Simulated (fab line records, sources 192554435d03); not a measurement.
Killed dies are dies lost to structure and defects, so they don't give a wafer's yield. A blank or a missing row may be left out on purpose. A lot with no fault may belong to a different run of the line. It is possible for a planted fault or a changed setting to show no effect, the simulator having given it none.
fab line records || flow n5Finfet
record: {"lots": 11, "wafers": 33, "lastDay": 18}
route steps=1938 shown BEOL_M4@1082 BEOL_M5@1113
lots that met no fault: from a run of the same line without faults
startH: the number of hours between the record's first day and the start of the first shown wafer of the lot || waitH: hours from the lot's prior step to this one || " same as the row above || L1.1+2: one row covering several wafers at once || - either no value or no given start || * or withheld: withheld || < > ~ a bound
route shown NAME@n: a module of which the file shows steps, and the number in the route of the first || usual: mean/standard deviation taken from wafers without a fault || same: alike in all rows || chamber/n: place in a boat || sites: the reading at each site || _std_site: standard deviation of those values || _edge_site: mean of outer sites minus mean of inner sites || radiusMm: for every site, how far away it sits from the centre of the wafer || mask NAME#n: copy n || behind: the most recent tool/chamber to have shaped the wafer || hold: reason for holding the lot/hours on hold/outcome of the hold || device: whichever transistor did not switch (one of n, p or np) || end of line: the tests these same wafers got at the end of their route || step lacking rows: just its recipe || killed: dies lost to structure and defects at the first sort, not the wafer's yield || map: shows each die of a wafer: x if killed, . if not, _ if none is there
set.NAME: setting as actually run; set.NAME@STEP: the setting as run at that earlier step || model.NAME: the simulator's own value behind a step, which no gauge read
a sample of lots followed through the steps of the route, with each step as a table and each wafer as a row
services: the hour from which a tool's chamber was out of use, counted from the record's first day as startH (under 0 if before that day), plus the number of hours and why
== steps ==
step: N5_BEOL_M4_SURFACE_TREAT_85
recipe: {"gas": "Ar", "timeS": "*", "ionEnergyEv": "*", "ionCurrentMaCm2": 0.5, "pressureMtorr": "*", "arFlowSccm": 30}
usual: {"throttleValvePct": "*"}
{"lot.wafer": "L466.1", "tool": "pvdSputter-01", "chamber": "-", "startH": 185.09, "waitH": 2.0, "throttleValvePct": "*"}
{"lot.wafer": "L466.2", "tool": "pvdSputter-01", "chamber": "-", "startH": 185.09, "waitH": 2.0, "throttleValvePct": "*"}
{"lot.wafer": "L466.5", "tool": "pvdSputter-01", "chamber": "-", "startH": 185.09, "waitH": 2.0, "throttleValvePct": "*"}
{"lot.wafer": "L471.3", "tool": "pvdSputter-02", "chamber": "-", "startH": 218.85, "waitH": 0.1, "throttleValvePct": "*"}
{"lot.wafer": "L471.5", "tool": "pvdSputter-02", "chamber": "-", "startH": 218.85, "waitH": 0.1, "throttleValvePct": "*"}
{"lot.wafer": "L471.6", "tool": "pvdSputter-02", "chamber": "-", "startH": 218.85, "waitH": 0.1, "throttleValvePct": "*"}
{"lot.wafer": "L474.1", "tool": "pvdSputter-01", "chamber": "-", "startH": 223.96, "waitH": 0.7, "throttleValvePct": "*"}
{"lot.wafer": "L474.3", "tool": "pvdSputter-01", "chamber": "-", "startH": 223.96, "waitH": 0.7, "throttleValvePct": "*"}
{"lot.wafer": "L474.5", "tool": "pvdSputter-01", "chamber": "-", "startH": 223.96, "waitH": 0.7, "throttleValvePct": "*"}
{"lot.wafer": "L473.3", "tool": "pvdSputter-03", "chamber": "-", "startH": 229.15, "waitH": 0.1, "throttleValvePct": "*"}
{"lot.wafer": "L473.4", "tool": "pvdSputter-03", "chamber": "-", "startH": 229.15, "waitH": 0.1, "throttleValvePct": "*"}
{"lot.wafer": "L473.6", "tool": "pvdSputter-03", "chamber": "-", "startH": 229.15, "waitH": 0.1, "throttleValvePct": "*"}
{"lot.wafer": "L475.2", "tool": "pvdSputter-01", "chamber": "-", "startH": 238.95, "waitH": 0.3, "throttleValvePct": "*"}
{"lot.wafer": "L475.4", "tool": "pvdSputter-01", "chamber": "-", "startH": 238.95, "waitH": 0.3, "throttleValvePct": "*"}
{"lot.wafer": "L475.5", "tool": "pvdSputter-01", "chamber": "-", "startH": 238.95, "waitH": 0.3, "throttleValvePct": "*"}
{"lot.wafer": "L479.1", "tool": "pvdSputter-03", "chamber": "-", "startH": 254.64, "waitH": 0.2, "throttleValvePct": "*"}
{"lot.wafer": "L479.4", "tool": "pvdSputter-03", "chamber": "-", "startH": 254.64, "waitH": 0.2, "throttleValvePct": "*"}
{"lot.wafer": "L479.5", "tool": "pvdSputter-03", "chamber": "-", "startH": 254.64, "waitH": 0.2, "throttleValvePct": "*"}
{"lot.wafer": "L481.2", "tool": "pvdSputter-02", "chamber": "-", "startH": 273.33, "waitH": 0.2, "throttleValvePct": "*"}
{"lot.wafer": "L481.3", "tool": "pvdSputter-02", "chamber": "-", "startH": 273.33, "waitH": 0.2, "throttleValvePct": "*"}
{"lot.wafer": "L481.4", "tool": "pvdSputter-02", "chamber": "-", "startH": 273.33, "waitH": 0.2, "throttleValvePct": "*"}
{"lot.wafer": "L480.4", "tool": "pvdSputter-02", "chamber": "-", "startH": 279.20, "waitH": 0.1, "throttleValvePct": "*"}
{"lot.wafer": "L480.5", "tool": "pvdSputter-02", "chamber": "-", "startH": 279.20, "waitH": 0.1, "throttleValvePct": "*"}
{"lot.wafer": "L480.6", "tool": "pvdSputter-02", "chamber": "-", "startH": 279.20, "waitH": 0.1, "throttleValvePct": "*"}
{"lot.wafer": "L482.1", "tool": "pvdSputter-01", "chamber": "-", "startH": 280.39, "waitH": 0.6, "throttleValvePct": "*"}
{"lot.wafer": "L482.4", "tool": "pvdSputter-01", "chamber": "-", "startH": 280.39, "waitH": 0.6, "throttleValvePct": "*"}
{"lot.wafer": "L482.5", "tool": "pvdSputter-01", "chamber": "-", "startH": 280.39, "waitH": 0.6, "throttleValvePct": "*"}
{"lot.wafer": "L483.2", "tool": "pvdSputter-03", "chamber": "-", "startH": 297.69, "waitH": 0.2, "throttleValvePct": "*"}
{"lot.wafer": "L483.4", "tool": "pvdSputter-03", "chamber": "-", "startH": 297.69, "waitH": 0.2, "throttleValvePct": "*"}
{"lot.wafer": "L483.6", "tool": "pvdSputter-03", "chamber": "-", "startH": 297.69, "waitH": 0.2, "throttleValvePct": "*"}
{"lot.wafer": "L485.1", "tool": "pvdSputter-03", "chamber": "-", "startH": 309.89, "waitH": 0.2, "throttleValvePct": "*"}
{"lot.wafer": "L485.3", "tool": "pvdSputter-03", "chamber": "-", "startH": 309.89, "waitH": 0.2, "throttleValvePct": "*"}
{"lot.wafer": "L485.5", "tool": "pvdSputter-03", "chamber": "-", "startH": 309.89, "waitH": 0.2, "throttleValvePct": "*"}
step: N5_BEOL_M4_ANNEAL_49
recipe: {"tempC": 400, "timeS": 240, "ambient": "vacuum"}
usual: {"heaterPowerW": "814/82"}
{"lot.wafer": "L466.1", "tool": "pvdSputter-02", "chamber": "-", "startH": 186.12, "waitH": 0.0, "heaterPowerW": 804}
{"lot.wafer": "L466.2", "tool": "pvdSputter-02", "chamber": "-", "startH": 186.12, "waitH": 0.0, "heaterPowerW": 895}
{"lot.wafer": "L466.5", "tool": "pvdSputter-02", "chamber": "-", "startH": 186.12, "waitH": 0.0, "heaterPowerW": 838}
{"lot.wafer": "L471.3", "tool": "pvdSputter-01", "chamber": "-", "startH": 219.26, "waitH": 0.0, "heaterPowerW": 835}
{"lot.wafer": "L471.5", "tool": "pvdSputter-01", "chamber": "-", "startH": 219.26, "waitH": 0.0, "heaterPowerW": 701}
{"lot.wafer": "L471.6", "tool": "pvdSputter-01", "chamber": "-", "startH": 219.26, "waitH": 0.0, "heaterPowerW": 857}
{"lot.wafer": "L474.1", "tool": "pvdSputter-01", "chamber": "-", "startH": 224.50, "waitH": 0.0, "heaterPowerW": 814}
{"lot.wafer": "L474.3", "tool": "pvdSputter-01", "chamber": "-", "startH": 224.50, "waitH": 0.0, "heaterPowerW": 865}
{"lot.wafer": "L474.5", "tool": "pvdSputter-01", "chamber": "-", "startH": 224.50, "waitH": 0.0, "heaterPowerW": 837}
{"lot.wafer": "L473.3", "tool": "pvdSputter-01", "chamber": "-", "startH": 229.62, "waitH": 0.0, "heaterPowerW": 825}
{"lot.wafer": "L473.4", "tool": "pvdSputter-01", "chamber": "-", "startH": 229.62, "waitH": 0.0, "heaterPowerW": 805}
{"lot.wafer": "L473.6", "tool": "pvdSputter-01", "chamber": "-", "startH": 229.62, "waitH": 0.0, "heaterPowerW": 797}
{"lot.wafer": "L475.2", "tool": "pvdSputter-03", "chamber": "-", "startH": 239.25, "waitH": 0.0, "heaterPowerW": 647}
{"lot.wafer": "L475.4", "tool": "pvdSputter-03", "chamber": "-", "startH": 239.25, "waitH": 0.0, "heaterPowerW": 735}
{"lot.wafer": "L475.5", "tool": "pvdSputter-03", "chamber": "-", "startH": 239.25, "waitH": 0.0, "heaterPowerW": 900}
{"lot.wafer": "L479.1", "tool": "pvdSputter-01", "chamber": "-", "startH": 254.99, "waitH": 0.0, "heaterPowerW": 892}
{"lot.wafer": "L479.4", "tool": "pvdSputter-01", "chamber": "-", "startH": 254.99, "waitH": 0.0, "heaterPowerW": 854}
{"lot.wafer": "L479.5", "tool": "pvdSputter-01", "chamber": "-", "startH": 254.99, "waitH": 0.0, "heaterPowerW": 779}
{"lot.wafer": "L481.2", "tool": "pvdSputter-01", "chamber": "-", "startH": 273.82, "waitH": 0.0, "heaterPowerW": 845}
{"lot.wafer": "L481.3", "tool": "pvdSputter-01", "chamber": "-", "startH": 273.82, "waitH": 0.0, "heaterPowerW": 891}
{"lot.wafer": "L481.4", "tool": "pvdSputter-01", "chamber": "-", "startH": 273.82, "waitH": 0.0, "heaterPowerW": 809}
{"lot.wafer": "L480.4", "tool": "pvdSputter-02", "chamber": "-", "startH": 279.55, "waitH": 0.0, "heaterPowerW": 846}
{"lot.wafer": "L480.5", "tool": "pvdSputter-02", "chamber": "-", "startH": 279.55, "waitH": 0.0, "heaterPowerW": 812}
{"lot.wafer": "L480.6", "tool": "pvdSputter-02", "chamber": "-", "startH": 279.55, "waitH": 0.0, "heaterPowerW": 876}
{"lot.wafer": "L482.1", "tool": "pvdSputter-01", "chamber": "-", "startH": 280.93, "waitH": 0.0, "heaterPowerW": 828}
{"lot.wafer": "L482.4", "tool": "pvdSputter-01", "chamber": "-", "startH": 280.93, "waitH": 0.0, "heaterPowerW": 851}
{"lot.wafer": "L482.5", "tool": "pvdSputter-01", "chamber": "-", "startH": 280.93, "waitH": 0.0, "heaterPowerW": 811}
{"lot.wafer": "L483.2", "tool": "pvdSputter-03", "chamber": "-", "startH": 298.05, "waitH": 0.0, "heaterPowerW": 977}
{"lot.wafer": "L483.4", "tool": "pvdSputter-03", "chamber": "-", "startH": 298.05, "waitH": 0.0, "heaterPowerW": 890}
{"lot.wafer": "L483.6", "tool": "pvdSputter-03", "chamber": "-", "startH": 298.05, "waitH": 0.0, "heaterPowerW": 963}
{"lot.wafer": "L485.1", "tool": "pvdSputter-02", "chamber": "-", "startH": 311.93, "waitH": 0.0, "heaterPowerW": 812}
{"lot.wafer": "L485.3", "tool": "pvdSputter-02", "chamber": "-", "startH": 311.93, "waitH": 0.0, "heaterPowerW": 880}
{"lot.wafer": "L485.5", "tool": "pvdSputter-02", "chamber": "-", "startH": 311.93, "waitH": 0.0, "heaterPowerW": 832}
step: N5_BEOL_M5_CURE_79
recipe: {"tempC": 385, "timeS": 240, "ambient": "He/Ar", "material": "SiCOH_lowk"}
usual: {"lampPowerPct": "52.31/0.054", "runLengthS": "286.0/1.2", "wafer_temp_C_max": "387.2/0.57"}
{"lot.wafer": "L466.1", "tool": "uvCure-01", "chamber": 0, "startH": 190.03, "waitH": 0.0, "lampPowerPct": 52.32, "runLengthS": 285.9, "wafer_temp_C_max": 387.5}
{"lot.wafer": "L466.2", "tool": "uvCure-01", "chamber": 0, "startH": 190.03, "waitH": 0.0, "lampPowerPct": 52.31, "runLengthS": 286.0, "wafer_temp_C_max": 387.3}
{"lot.wafer": "L466.5", "tool": "uvCure-01", "chamber": 0, "startH": 190.03, "waitH": 0.0, "lampPowerPct": 52.28, "runLengthS": 285.5, "wafer_temp_C_max": 387.4}
{"lot.wafer": "L471.3", "tool": "uvCure-01", "chamber": 1, "startH": 223.23, "waitH": 0.2, "lampPowerPct": 52.43, "runLengthS": 286.1, "wafer_temp_C_max": 386.3}
{"lot.wafer": "L471.5", "tool": "uvCure-01", "chamber": 1, "startH": 223.23, "waitH": 0.2, "lampPowerPct": 52.26, "runLengthS": 286.4, "wafer_temp_C_max": 386.6}
{"lot.wafer": "L471.6", "tool": "uvCure-01", "chamber": 1, "startH": 223.23, "waitH": 0.2, "lampPowerPct": 52.29, "runLengthS": 286.0, "wafer_temp_C_max": 386.6}
{"lot.wafer": "L474.1", "tool": "uvCure-01", "chamber": 0, "startH": 228.30, "waitH": 0.0, "lampPowerPct": "-", "runLengthS": "-", "wafer_temp_C_max": "-"}
{"lot.wafer": "L474.3", "tool": "uvCure-01", "chamber": 0, "startH": 228.30, "waitH": 0.0, "lampPowerPct": "-", "runLengthS": "-", "wafer_temp_C_max": "-"}
{"lot.wafer": "L474.5", "tool": "uvCure-01", "chamber": 0, "startH": 228.30, "waitH": 0.0, "lampPowerPct": "-", "runLengthS": "-", "wafer_temp_C_max": "-"}
{"lot.wafer": "L473.3", "tool": "uvCure-03", "chamber": 0, "startH": 233.60, "waitH": 0.2, "lampPowerPct": "-", "runLengthS": "-", "wafer_temp_C_max": "-"}
{"lot.wafer": "L473.4", "tool": "uvCure-03", "chamber": 0, "startH": 233.60, "waitH": 0.2, "lampPowerPct": "-", "runLengthS": "-", "wafer_temp_C_max": "-"}
{"lot.wafer": "L473.6", "tool": "uvCure-03", "chamber": 0, "startH": 233.60, "waitH": 0.2, "lampPowerPct": "-", "runLengthS": "-", "wafer_temp_C_max": "-"}
{"lot.wafer": "L475.2", "tool": "uvCure-03", "chamber": 1, "startH": 243.17, "waitH": 0.2, "lampPowerPct": "-", "runLengthS": "-", "wafer_temp_C_max": "-"}
{"lot.wafer": "L475.4", "tool": "uvCure-03", "chamber": 1, "startH": 243.17, "waitH": 0.2, "lampPowerPct": "-", "runLengthS": "-", "wafer_temp_C_max": "-"}
{"lot.wafer": "L475.5", "tool": "uvCure-03", "chamber": 1, "startH": 243.17, "waitH": 0.2, "lampPowerPct": "-", "runLengthS": "-", "wafer_temp_C_max": "-"}
{"lot.wafer": "L479.1", "tool": "uvCure-03", "chamber": 2, "startH": 259.03, "waitH": 0.1, "lampPowerPct": 52.20, "runLengthS": 285.1, "wafer_temp_C_max": 388.5}
{"lot.wafer": "L479.4", "tool": "uvCure-03", "chamber": 2, "startH": 259.03, "waitH": 0.1, "lampPowerPct": 52.26, "runLengthS": 285.9, "wafer_temp_C_max": 387.3}
{"lot.wafer": "L479.5", "tool": "uvCure-03", "chamber": 2, "startH": 259.03, "waitH": 0.1, "lampPowerPct": 52.37, "runLengthS": 285.4, "wafer_temp_C_max": 387.9}
{"lot.wafer": "L481.2", "tool": "uvCure-03", "chamber": 2, "startH": 278.24, "waitH": 0.5, "lampPowerPct": 52.32, "runLengthS": 285.1, "wafer_temp_C_max": 388.3}
{"lot.wafer": "L481.3", "tool": "uvCure-03", "chamber": 2, "startH": 278.24, "waitH": 0.5, "lampPowerPct": 52.27, "runLengthS": 286.1, "wafer_temp_C_max": 387.6}
{"lot.wafer": "L481.4", "tool": "uvCure-03", "chamber": 2, "startH": 278.24, "waitH": 0.5, "lampPowerPct": 52.25, "runLengthS": 285.7, "wafer_temp_C_max": 387.1}
{"lot.wafer": "L480.4", "tool": "uvCure-02", "chamber": 2, "startH": 283.97, "waitH": 0.3, "lampPowerPct": 52.27, "runLengthS": 284.8, "wafer_temp_C_max": 387.0}
{"lot.wafer": "L480.5", "tool": "uvCure-02", "chamber": 2, "startH": 283.97, "waitH": 0.3, "lampPowerPct": 52.24, "runLengthS": 284.8, "wafer_temp_C_max": 386.8}
{"lot.wafer": "L480.6", "tool": "uvCure-02", "chamber": 2, "startH": 283.97, "waitH": 0.3, "lampPowerPct": 52.34, "runLengthS": 284.7, "wafer_temp_C_max": 386.5}
{"lot.wafer": "L482.1", "tool": "uvCure-02", "chamber": 2, "startH": 285.32, "waitH": 0.0, "lampPowerPct": 52.40, "runLengthS": 284.7, "wafer_temp_C_max": 386.6}
{"lot.wafer": "L482.4", "tool": "uvCure-02", "chamber": 2, "startH": 285.32, "waitH": 0.0, "lampPowerPct": 52.41, "runLengthS": 284.6, "wafer_temp_C_max": 386.4}
{"lot.wafer": "L482.5", "tool": "uvCure-02", "chamber": 2, "startH": 285.32, "waitH": 0.0, "lampPowerPct": 52.35, "runLengthS": 285.5, "wafer_temp_C_max": 386.9}
{"lot.wafer": "L483.2", "tool": "uvCure-01", "chamber": 0, "startH": 301.94, "waitH": 0.1, "lampPowerPct": 52.29, "runLengthS": 285.7, "wafer_temp_C_max": 387.4}
{"lot.wafer": "L483.4", "tool": "uvCure-01", "chamber": 0, "startH": 301.94, "waitH": 0.1, "lampPowerPct": 52.32, "runLengthS": 286.1, "wafer_temp_C_max": 387.0}
{"lot.wafer": "L483.6", "tool": "uvCure-01", "chamber": 0, "startH": 301.94, "waitH": 0.1, "lampPowerPct": 52.40, "runLengthS": 286.4, "wafer_temp_C_max": 387.9}
{"lot.wafer": "L485.1", "tool": "uvCure-03", "chamber": 2, "startH": 315.77, "waitH": 0.0, "lampPowerPct": 52.33, "runLengthS": 285.6, "wafer_temp_C_max": 388.1}
{"lot.wafer": "L485.3", "tool": "uvCure-03", "chamber": 2, "startH": 315.77, "waitH": 0.0, "lampPowerPct": 52.34, "runLengthS": 285.2, "wafer_temp_C_max": 388.0}
{"lot.wafer": "L485.5", "tool": "uvCure-03", "chamber": 2, "startH": 315.77, "waitH": 0.0, "lampPowerPct": 52.27, "runLengthS": 285.9, "wafer_temp_C_max": 388.6}
step: N5_BEOL_M5_THK_MEAS_01
recipe: {"reads": "SiCOH_lowk_of_BEOL_M5_ILD_DEP_00"}
usual: {"M5_ILD_THK": "121.0/1.3"}
{"lot.wafer": "L466.1", "tool": "filmMetro-02", "chamber": "-", "startH": 190.55, "waitH": 0.4, "M5_ILD_THK[nm]": 119.6}
{"lot.wafer": "L466.2", "tool": "filmMetro-02", "chamber": "-", "startH": 190.55, "waitH": 0.4, "M5_ILD_THK[nm]": 119.7}
{"lot.wafer": "L466.5", "tool": "filmMetro-02", "chamber": "-", "startH": 190.55, "waitH": 0.4, "M5_ILD_THK[nm]": 120.7}
{"lot.wafer": "L471.3", "tool": "filmMetro-02", "chamber": "-", "startH": 223.58, "waitH": 0.3, "M5_ILD_THK[nm]": 120.3}
{"lot.wafer": "L471.5", "tool": "filmMetro-02", "chamber": "-", "startH": 223.58, "waitH": 0.3, "M5_ILD_THK[nm]": 122.3}
{"lot.wafer": "L471.6", "tool": "filmMetro-02", "chamber": "-", "startH": 223.58, "waitH": 0.3, "M5_ILD_THK[nm]": 122.3}
{"lot.wafer": "L474.1", "tool": "filmMetro-01", "chamber": "-", "startH": 228.83, "waitH": 0.4, "M5_ILD_THK[nm]": 141.4}
{"lot.wafer": "L474.3", "tool": "filmMetro-01", "chamber": "-", "startH": 228.83, "waitH": 0.4, "M5_ILD_THK[nm]": 138.3}
{"lot.wafer": "L474.5", "tool": "filmMetro-01", "chamber": "-", "startH": 228.83, "waitH": 0.4, "M5_ILD_THK[nm]": 142.4}
{"lot.wafer": "L473.3", "tool": "filmMetro-02", "chamber": "-", "startH": 233.96, "waitH": 0.3, "M5_ILD_THK[nm]": 141.5}
{"lot.wafer": "L473.4", "tool": "filmMetro-02", "chamber": "-", "startH": 233.96, "waitH": 0.3, "M5_ILD_THK[nm]": 140.6}
{"lot.wafer": "L473.6", "tool": "filmMetro-02", "chamber": "-", "startH": 233.96, "waitH": 0.3, "M5_ILD_THK[nm]": 139.9}
{"lot.wafer": "L475.2", "tool": "filmMetro-01", "chamber": "-", "startH": 243.60, "waitH": 0.4, "M5_ILD_THK[nm]": 138.5}
{"lot.wafer": "L475.4", "tool": "filmMetro-01", "chamber": "-", "startH": 243.60, "waitH": 0.4, "M5_ILD_THK[nm]": 140.2}
{"lot.wafer": "L475.5", "tool": "filmMetro-01", "chamber": "-", "startH": 243.60, "waitH": 0.4, "M5_ILD_THK[nm]": 141.2}
{"lot.wafer": "L479.1", "tool": "filmMetro-01", "chamber": "-", "startH": 259.54, "waitH": 0.4, "M5_ILD_THK[nm]": 119.1}
{"lot.wafer": "L479.4", "tool": "filmMetro-01", "chamber": "-", "startH": 259.54, "waitH": 0.4, "M5_ILD_THK[nm]": 120.7}
{"lot.wafer": "L479.5", "tool": "filmMetro-01", "chamber": "-", "startH": 259.54, "waitH": 0.4, "M5_ILD_THK[nm]": 121.8}
{"lot.wafer": "L481.2", "tool": "filmMetro-01", "chamber": "-", "startH": 278.67, "waitH": 0.4, "M5_ILD_THK[nm]": 120.1}
{"lot.wafer": "L481.3", "tool": "filmMetro-01", "chamber": "-", "startH": 278.67, "waitH": 0.4, "M5_ILD_THK[nm]": 121.5}
{"lot.wafer": "L481.4", "tool": "filmMetro-01", "chamber": "-", "startH": 278.67, "waitH": 0.4, "M5_ILD_THK[nm]": 121.8}
{"lot.wafer": "L480.4", "tool": "filmMetro-01", "chamber": "-", "startH": 284.24, "waitH": 0.2, "M5_ILD_THK[nm]": 121.5}
{"lot.wafer": "L480.5", "tool": "filmMetro-01", "chamber": "-", "startH": 284.24, "waitH": 0.2, "M5_ILD_THK[nm]": 122.5}
{"lot.wafer": "L480.6", "tool": "filmMetro-01", "chamber": "-", "startH": 284.24, "waitH": 0.2, "M5_ILD_THK[nm]": 121.2}
{"lot.wafer": "L482.1", "tool": "filmMetro-01", "chamber": "-", "startH": 285.83, "waitH": 0.4, "M5_ILD_THK[nm]": 118.7}
{"lot.wafer": "L482.4", "tool": "filmMetro-01", "chamber": "-", "startH": 285.83, "waitH": 0.4, "M5_ILD_THK[nm]": 122.2}
{"lot.wafer": "L482.5", "tool": "filmMetro-01", "chamber": "-", "startH": 285.83, "waitH": 0.4, "M5_ILD_THK[nm]": 122.6}
{"lot.wafer": "L483.2", "tool": "filmMetro-02", "chamber": "-", "startH": 302.37, "waitH": 0.4, "M5_ILD_THK[nm]": 118.8}
{"lot.wafer": "L483.4", "tool": "filmMetro-02", "chamber": "-", "startH": 302.37, "waitH": 0.4, "M5_ILD_THK[nm]": 120.9}
{"lot.wafer": "L483.6", "tool": "filmMetro-02", "chamber": "-", "startH": 302.37, "waitH": 0.4, "M5_ILD_THK[nm]": 120.7}
{"lot.wafer": "L485.1", "tool": "filmMetro-01", "chamber": "-", "startH": 316.29, "waitH": 0.4, "M5_ILD_THK[nm]": 120.4}
{"lot.wafer": "L485.3", "tool": "filmMetro-01", "chamber": "-", "startH": 316.29, "waitH": 0.4, "M5_ILD_THK[nm]": 119.0}
{"lot.wafer": "L485.5", "tool": "filmMetro-01", "chamber": "-", "startH": 316.29, "waitH": 0.4, "M5_ILD_THK[nm]": 121.1}
step: N5_BEOL_M5_CD_MEAS_11
recipe: {"targetCdNm": 27.74, "landingEnergyEv": 500, "detector": "seInlens"}
usual: {"cdNm": "27.96/0.22"}
same: {"landingEnergyEv": 500}
{"lot.wafer": "L466.1", "tool": "cdSem-02", "chamber": 0, "startH": 191.54, "waitH": "-", "cdNm": 27.76}
{"lot.wafer": "L466.2", "tool": "cdSem-02", "chamber": 0, "startH": 191.54, "waitH": "-", "cdNm": 27.93}
{"lot.wafer": "L466.5", "tool": "cdSem-02", "chamber": 0, "startH": 191.54, "waitH": "-", "cdNm": 27.84}
{"lot.wafer": "L471.3", "tool": "cdSem-03", "chamber": 0, "startH": 225.35, "waitH": "-", "cdNm": 28.48}
{"lot.wafer": "L471.5", "tool": "cdSem-03", "chamber": 0, "startH": 225.35, "waitH": "-", "cdNm": 27.96}
{"lot.wafer": "L471.6", "tool": "cdSem-03", "chamber": 0, "startH": 225.35, "waitH": "-", "cdNm": 28.03}
{"lot.wafer": "L474.1", "tool": "cdSem-03", "chamber": 0, "startH": 229.31, "waitH": "-", "cdNm": 27.80}
{"lot.wafer": "L474.3", "tool": "cdSem-03", "chamber": 0, "startH": 229.31, "waitH": "-", "cdNm": 27.97}
{"lot.wafer": "L474.5", "tool": "cdSem-03", "chamber": 0, "startH": 229.31, "waitH": "-", "cdNm": 27.85}
{"lot.wafer": "L473.3", "tool": "cdSem-03", "chamber": 0, "startH": 235.31, "waitH": "-", "cdNm": 28.14}
{"lot.wafer": "L473.4", "tool": "cdSem-03", "chamber": 0, "startH": 235.31, "waitH": "-", "cdNm": 27.76}
{"lot.wafer": "L473.6", "tool": "cdSem-03", "chamber": 0, "startH": 235.31, "waitH": "-", "cdNm": 27.85}
{"lot.wafer": "L475.2", "tool": "cdSem-03", "chamber": 0, "startH": 244.49, "waitH": "-", "cdNm": 27.80}
{"lot.wafer": "L475.4", "tool": "cdSem-03", "chamber": 0, "startH": 244.49, "waitH": "-", "cdNm": 27.67}
{"lot.wafer": "L475.5", "tool": "cdSem-03", "chamber": 0, "startH": 244.49, "waitH": "-", "cdNm": 27.66}
{"lot.wafer": "L479.1", "tool": "cdSem-01", "chamber": 0, "startH": 260.17, "waitH": "-", "cdNm": 28.29}
{"lot.wafer": "L479.4", "tool": "cdSem-01", "chamber": 0, "startH": 260.17, "waitH": "-", "cdNm": 27.76}
{"lot.wafer": "L479.5", "tool": "cdSem-01", "chamber": 0, "startH": 260.17, "waitH": "-", "cdNm": 27.83}
{"lot.wafer": "L481.2", "tool": "cdSem-03", "chamber": 0, "startH": 279.39, "waitH": "-", "cdNm": 27.65}
{"lot.wafer": "L481.3", "tool": "cdSem-03", "chamber": 0, "startH": 279.39, "waitH": "-", "cdNm": 28.09}
{"lot.wafer": "L481.4", "tool": "cdSem-03", "chamber": 0, "startH": 279.39, "waitH": "-", "cdNm": 27.69}
{"lot.wafer": "L480.4", "tool": "cdSem-02", "chamber": 0, "startH": 285.16, "waitH": "-", "cdNm": 27.79}
{"lot.wafer": "L480.5", "tool": "cdSem-02", "chamber": 0, "startH": 285.16, "waitH": "-", "cdNm": 28.07}
{"lot.wafer": "L480.6", "tool": "cdSem-02", "chamber": 0, "startH": 285.16, "waitH": "-", "cdNm": 27.52}
{"lot.wafer": "L482.1", "tool": "cdSem-02", "chamber": 0, "startH": 288.02, "waitH": "-", "cdNm": 27.71}
{"lot.wafer": "L482.4", "tool": "cdSem-02", "chamber": 0, "startH": 288.02, "waitH": "-", "cdNm": 28.10}
{"lot.wafer": "L482.5", "tool": "cdSem-02", "chamber": 0, "startH": 288.02, "waitH": "-", "cdNm": 28.13}
{"lot.wafer": "L483.2", "tool": "cdSem-02", "chamber": 0, "startH": 305.60, "waitH": "-", "cdNm": 27.92}
{"lot.wafer": "L483.4", "tool": "cdSem-02", "chamber": 0, "startH": 305.60, "waitH": "-", "cdNm": 27.80}
{"lot.wafer": "L483.6", "tool": "cdSem-02", "chamber": 0, "startH": 305.60, "waitH": "-", "cdNm": 27.95}
{"lot.wafer": "L485.1", "tool": "cdSem-02", "chamber": 0, "startH": 317.94, "waitH": "-", "cdNm": 28.32}
{"lot.wafer": "L485.3", "tool": "cdSem-02", "chamber": 0, "startH": 317.94, "waitH": "-", "cdNm": 28.07}
{"lot.wafer": "L485.5", "tool": "cdSem-02", "chamber": 0, "startH": 317.94, "waitH": "-", "cdNm": 28.03}
== services ==
{"tool": "uvCure-03", "chamber": "-", "startH": 213.10, "hours": 1.4, "kind": "repair"}
{"tool": "uvCure-02", "chamber": "-", "startH": 231.35, "hours": 0.9, "kind": "repair"}
{"tool": "uvCure-01", "chamber": "-", "startH": 234.10, "hours": 7.5, "kind": "pm"}
{"tool": "uvCure-03", "chamber": "-", "startH": 244.42, "hours": 7.1, "kind": "pm"}
{"tool": "uvCure-02", "chamber": "-", "startH": 260.00, "hours": 7.5, "kind": "pm"}
{"tool": "uvCure-01", "chamber": "-", "startH": 271.15, "hours": 0.8, "kind": "repair"}
{"tool": "uvCure-02", "chamber": "-", "startH": 283.03, "hours": 0.3, "kind": "repair"}
== key ==
firstSign: {"step": "N5_BEOL_M5_CURE_79", "reading": "toolRecord", "direction": "missing"}
effect: {"step": "N5_BEOL_M5_THK_MEAS_01", "reading": "M5_ILD_THK", "direction": "up", "sigmas": 15, "usual": 121.0, "struck": 140.5}
metAt N5_BEOL_M5_CURE_79
struckLots L473,L474,L475
notActingAt N5_BEOL_M4_SURFACE_TREAT_85,N5_BEOL_M4_ANNEAL_49,N5_BEOL_M5_CD_MEAS_11
onsetBetween 223.23 228.30
earlierFault: {"kind": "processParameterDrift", "tool": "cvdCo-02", "chamber": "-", "onsetH": 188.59, "steps": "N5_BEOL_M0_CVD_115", "channel": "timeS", "offset": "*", "shape": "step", "actsIn": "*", "stated": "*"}
earlierFault: {"kind": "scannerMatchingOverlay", "tool": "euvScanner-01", "chamber": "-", "onsetH": 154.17, "steps": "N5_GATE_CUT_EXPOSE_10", "offset": 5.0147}
fault: {"kind": "skippedStepWhole", "tool": "uvCure-01,uvCure-03", "chamber": "-", "onsetH": 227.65, "steps": "N5_BEOL_M5_CURE_79", "scope": "struckLotsOnly"}
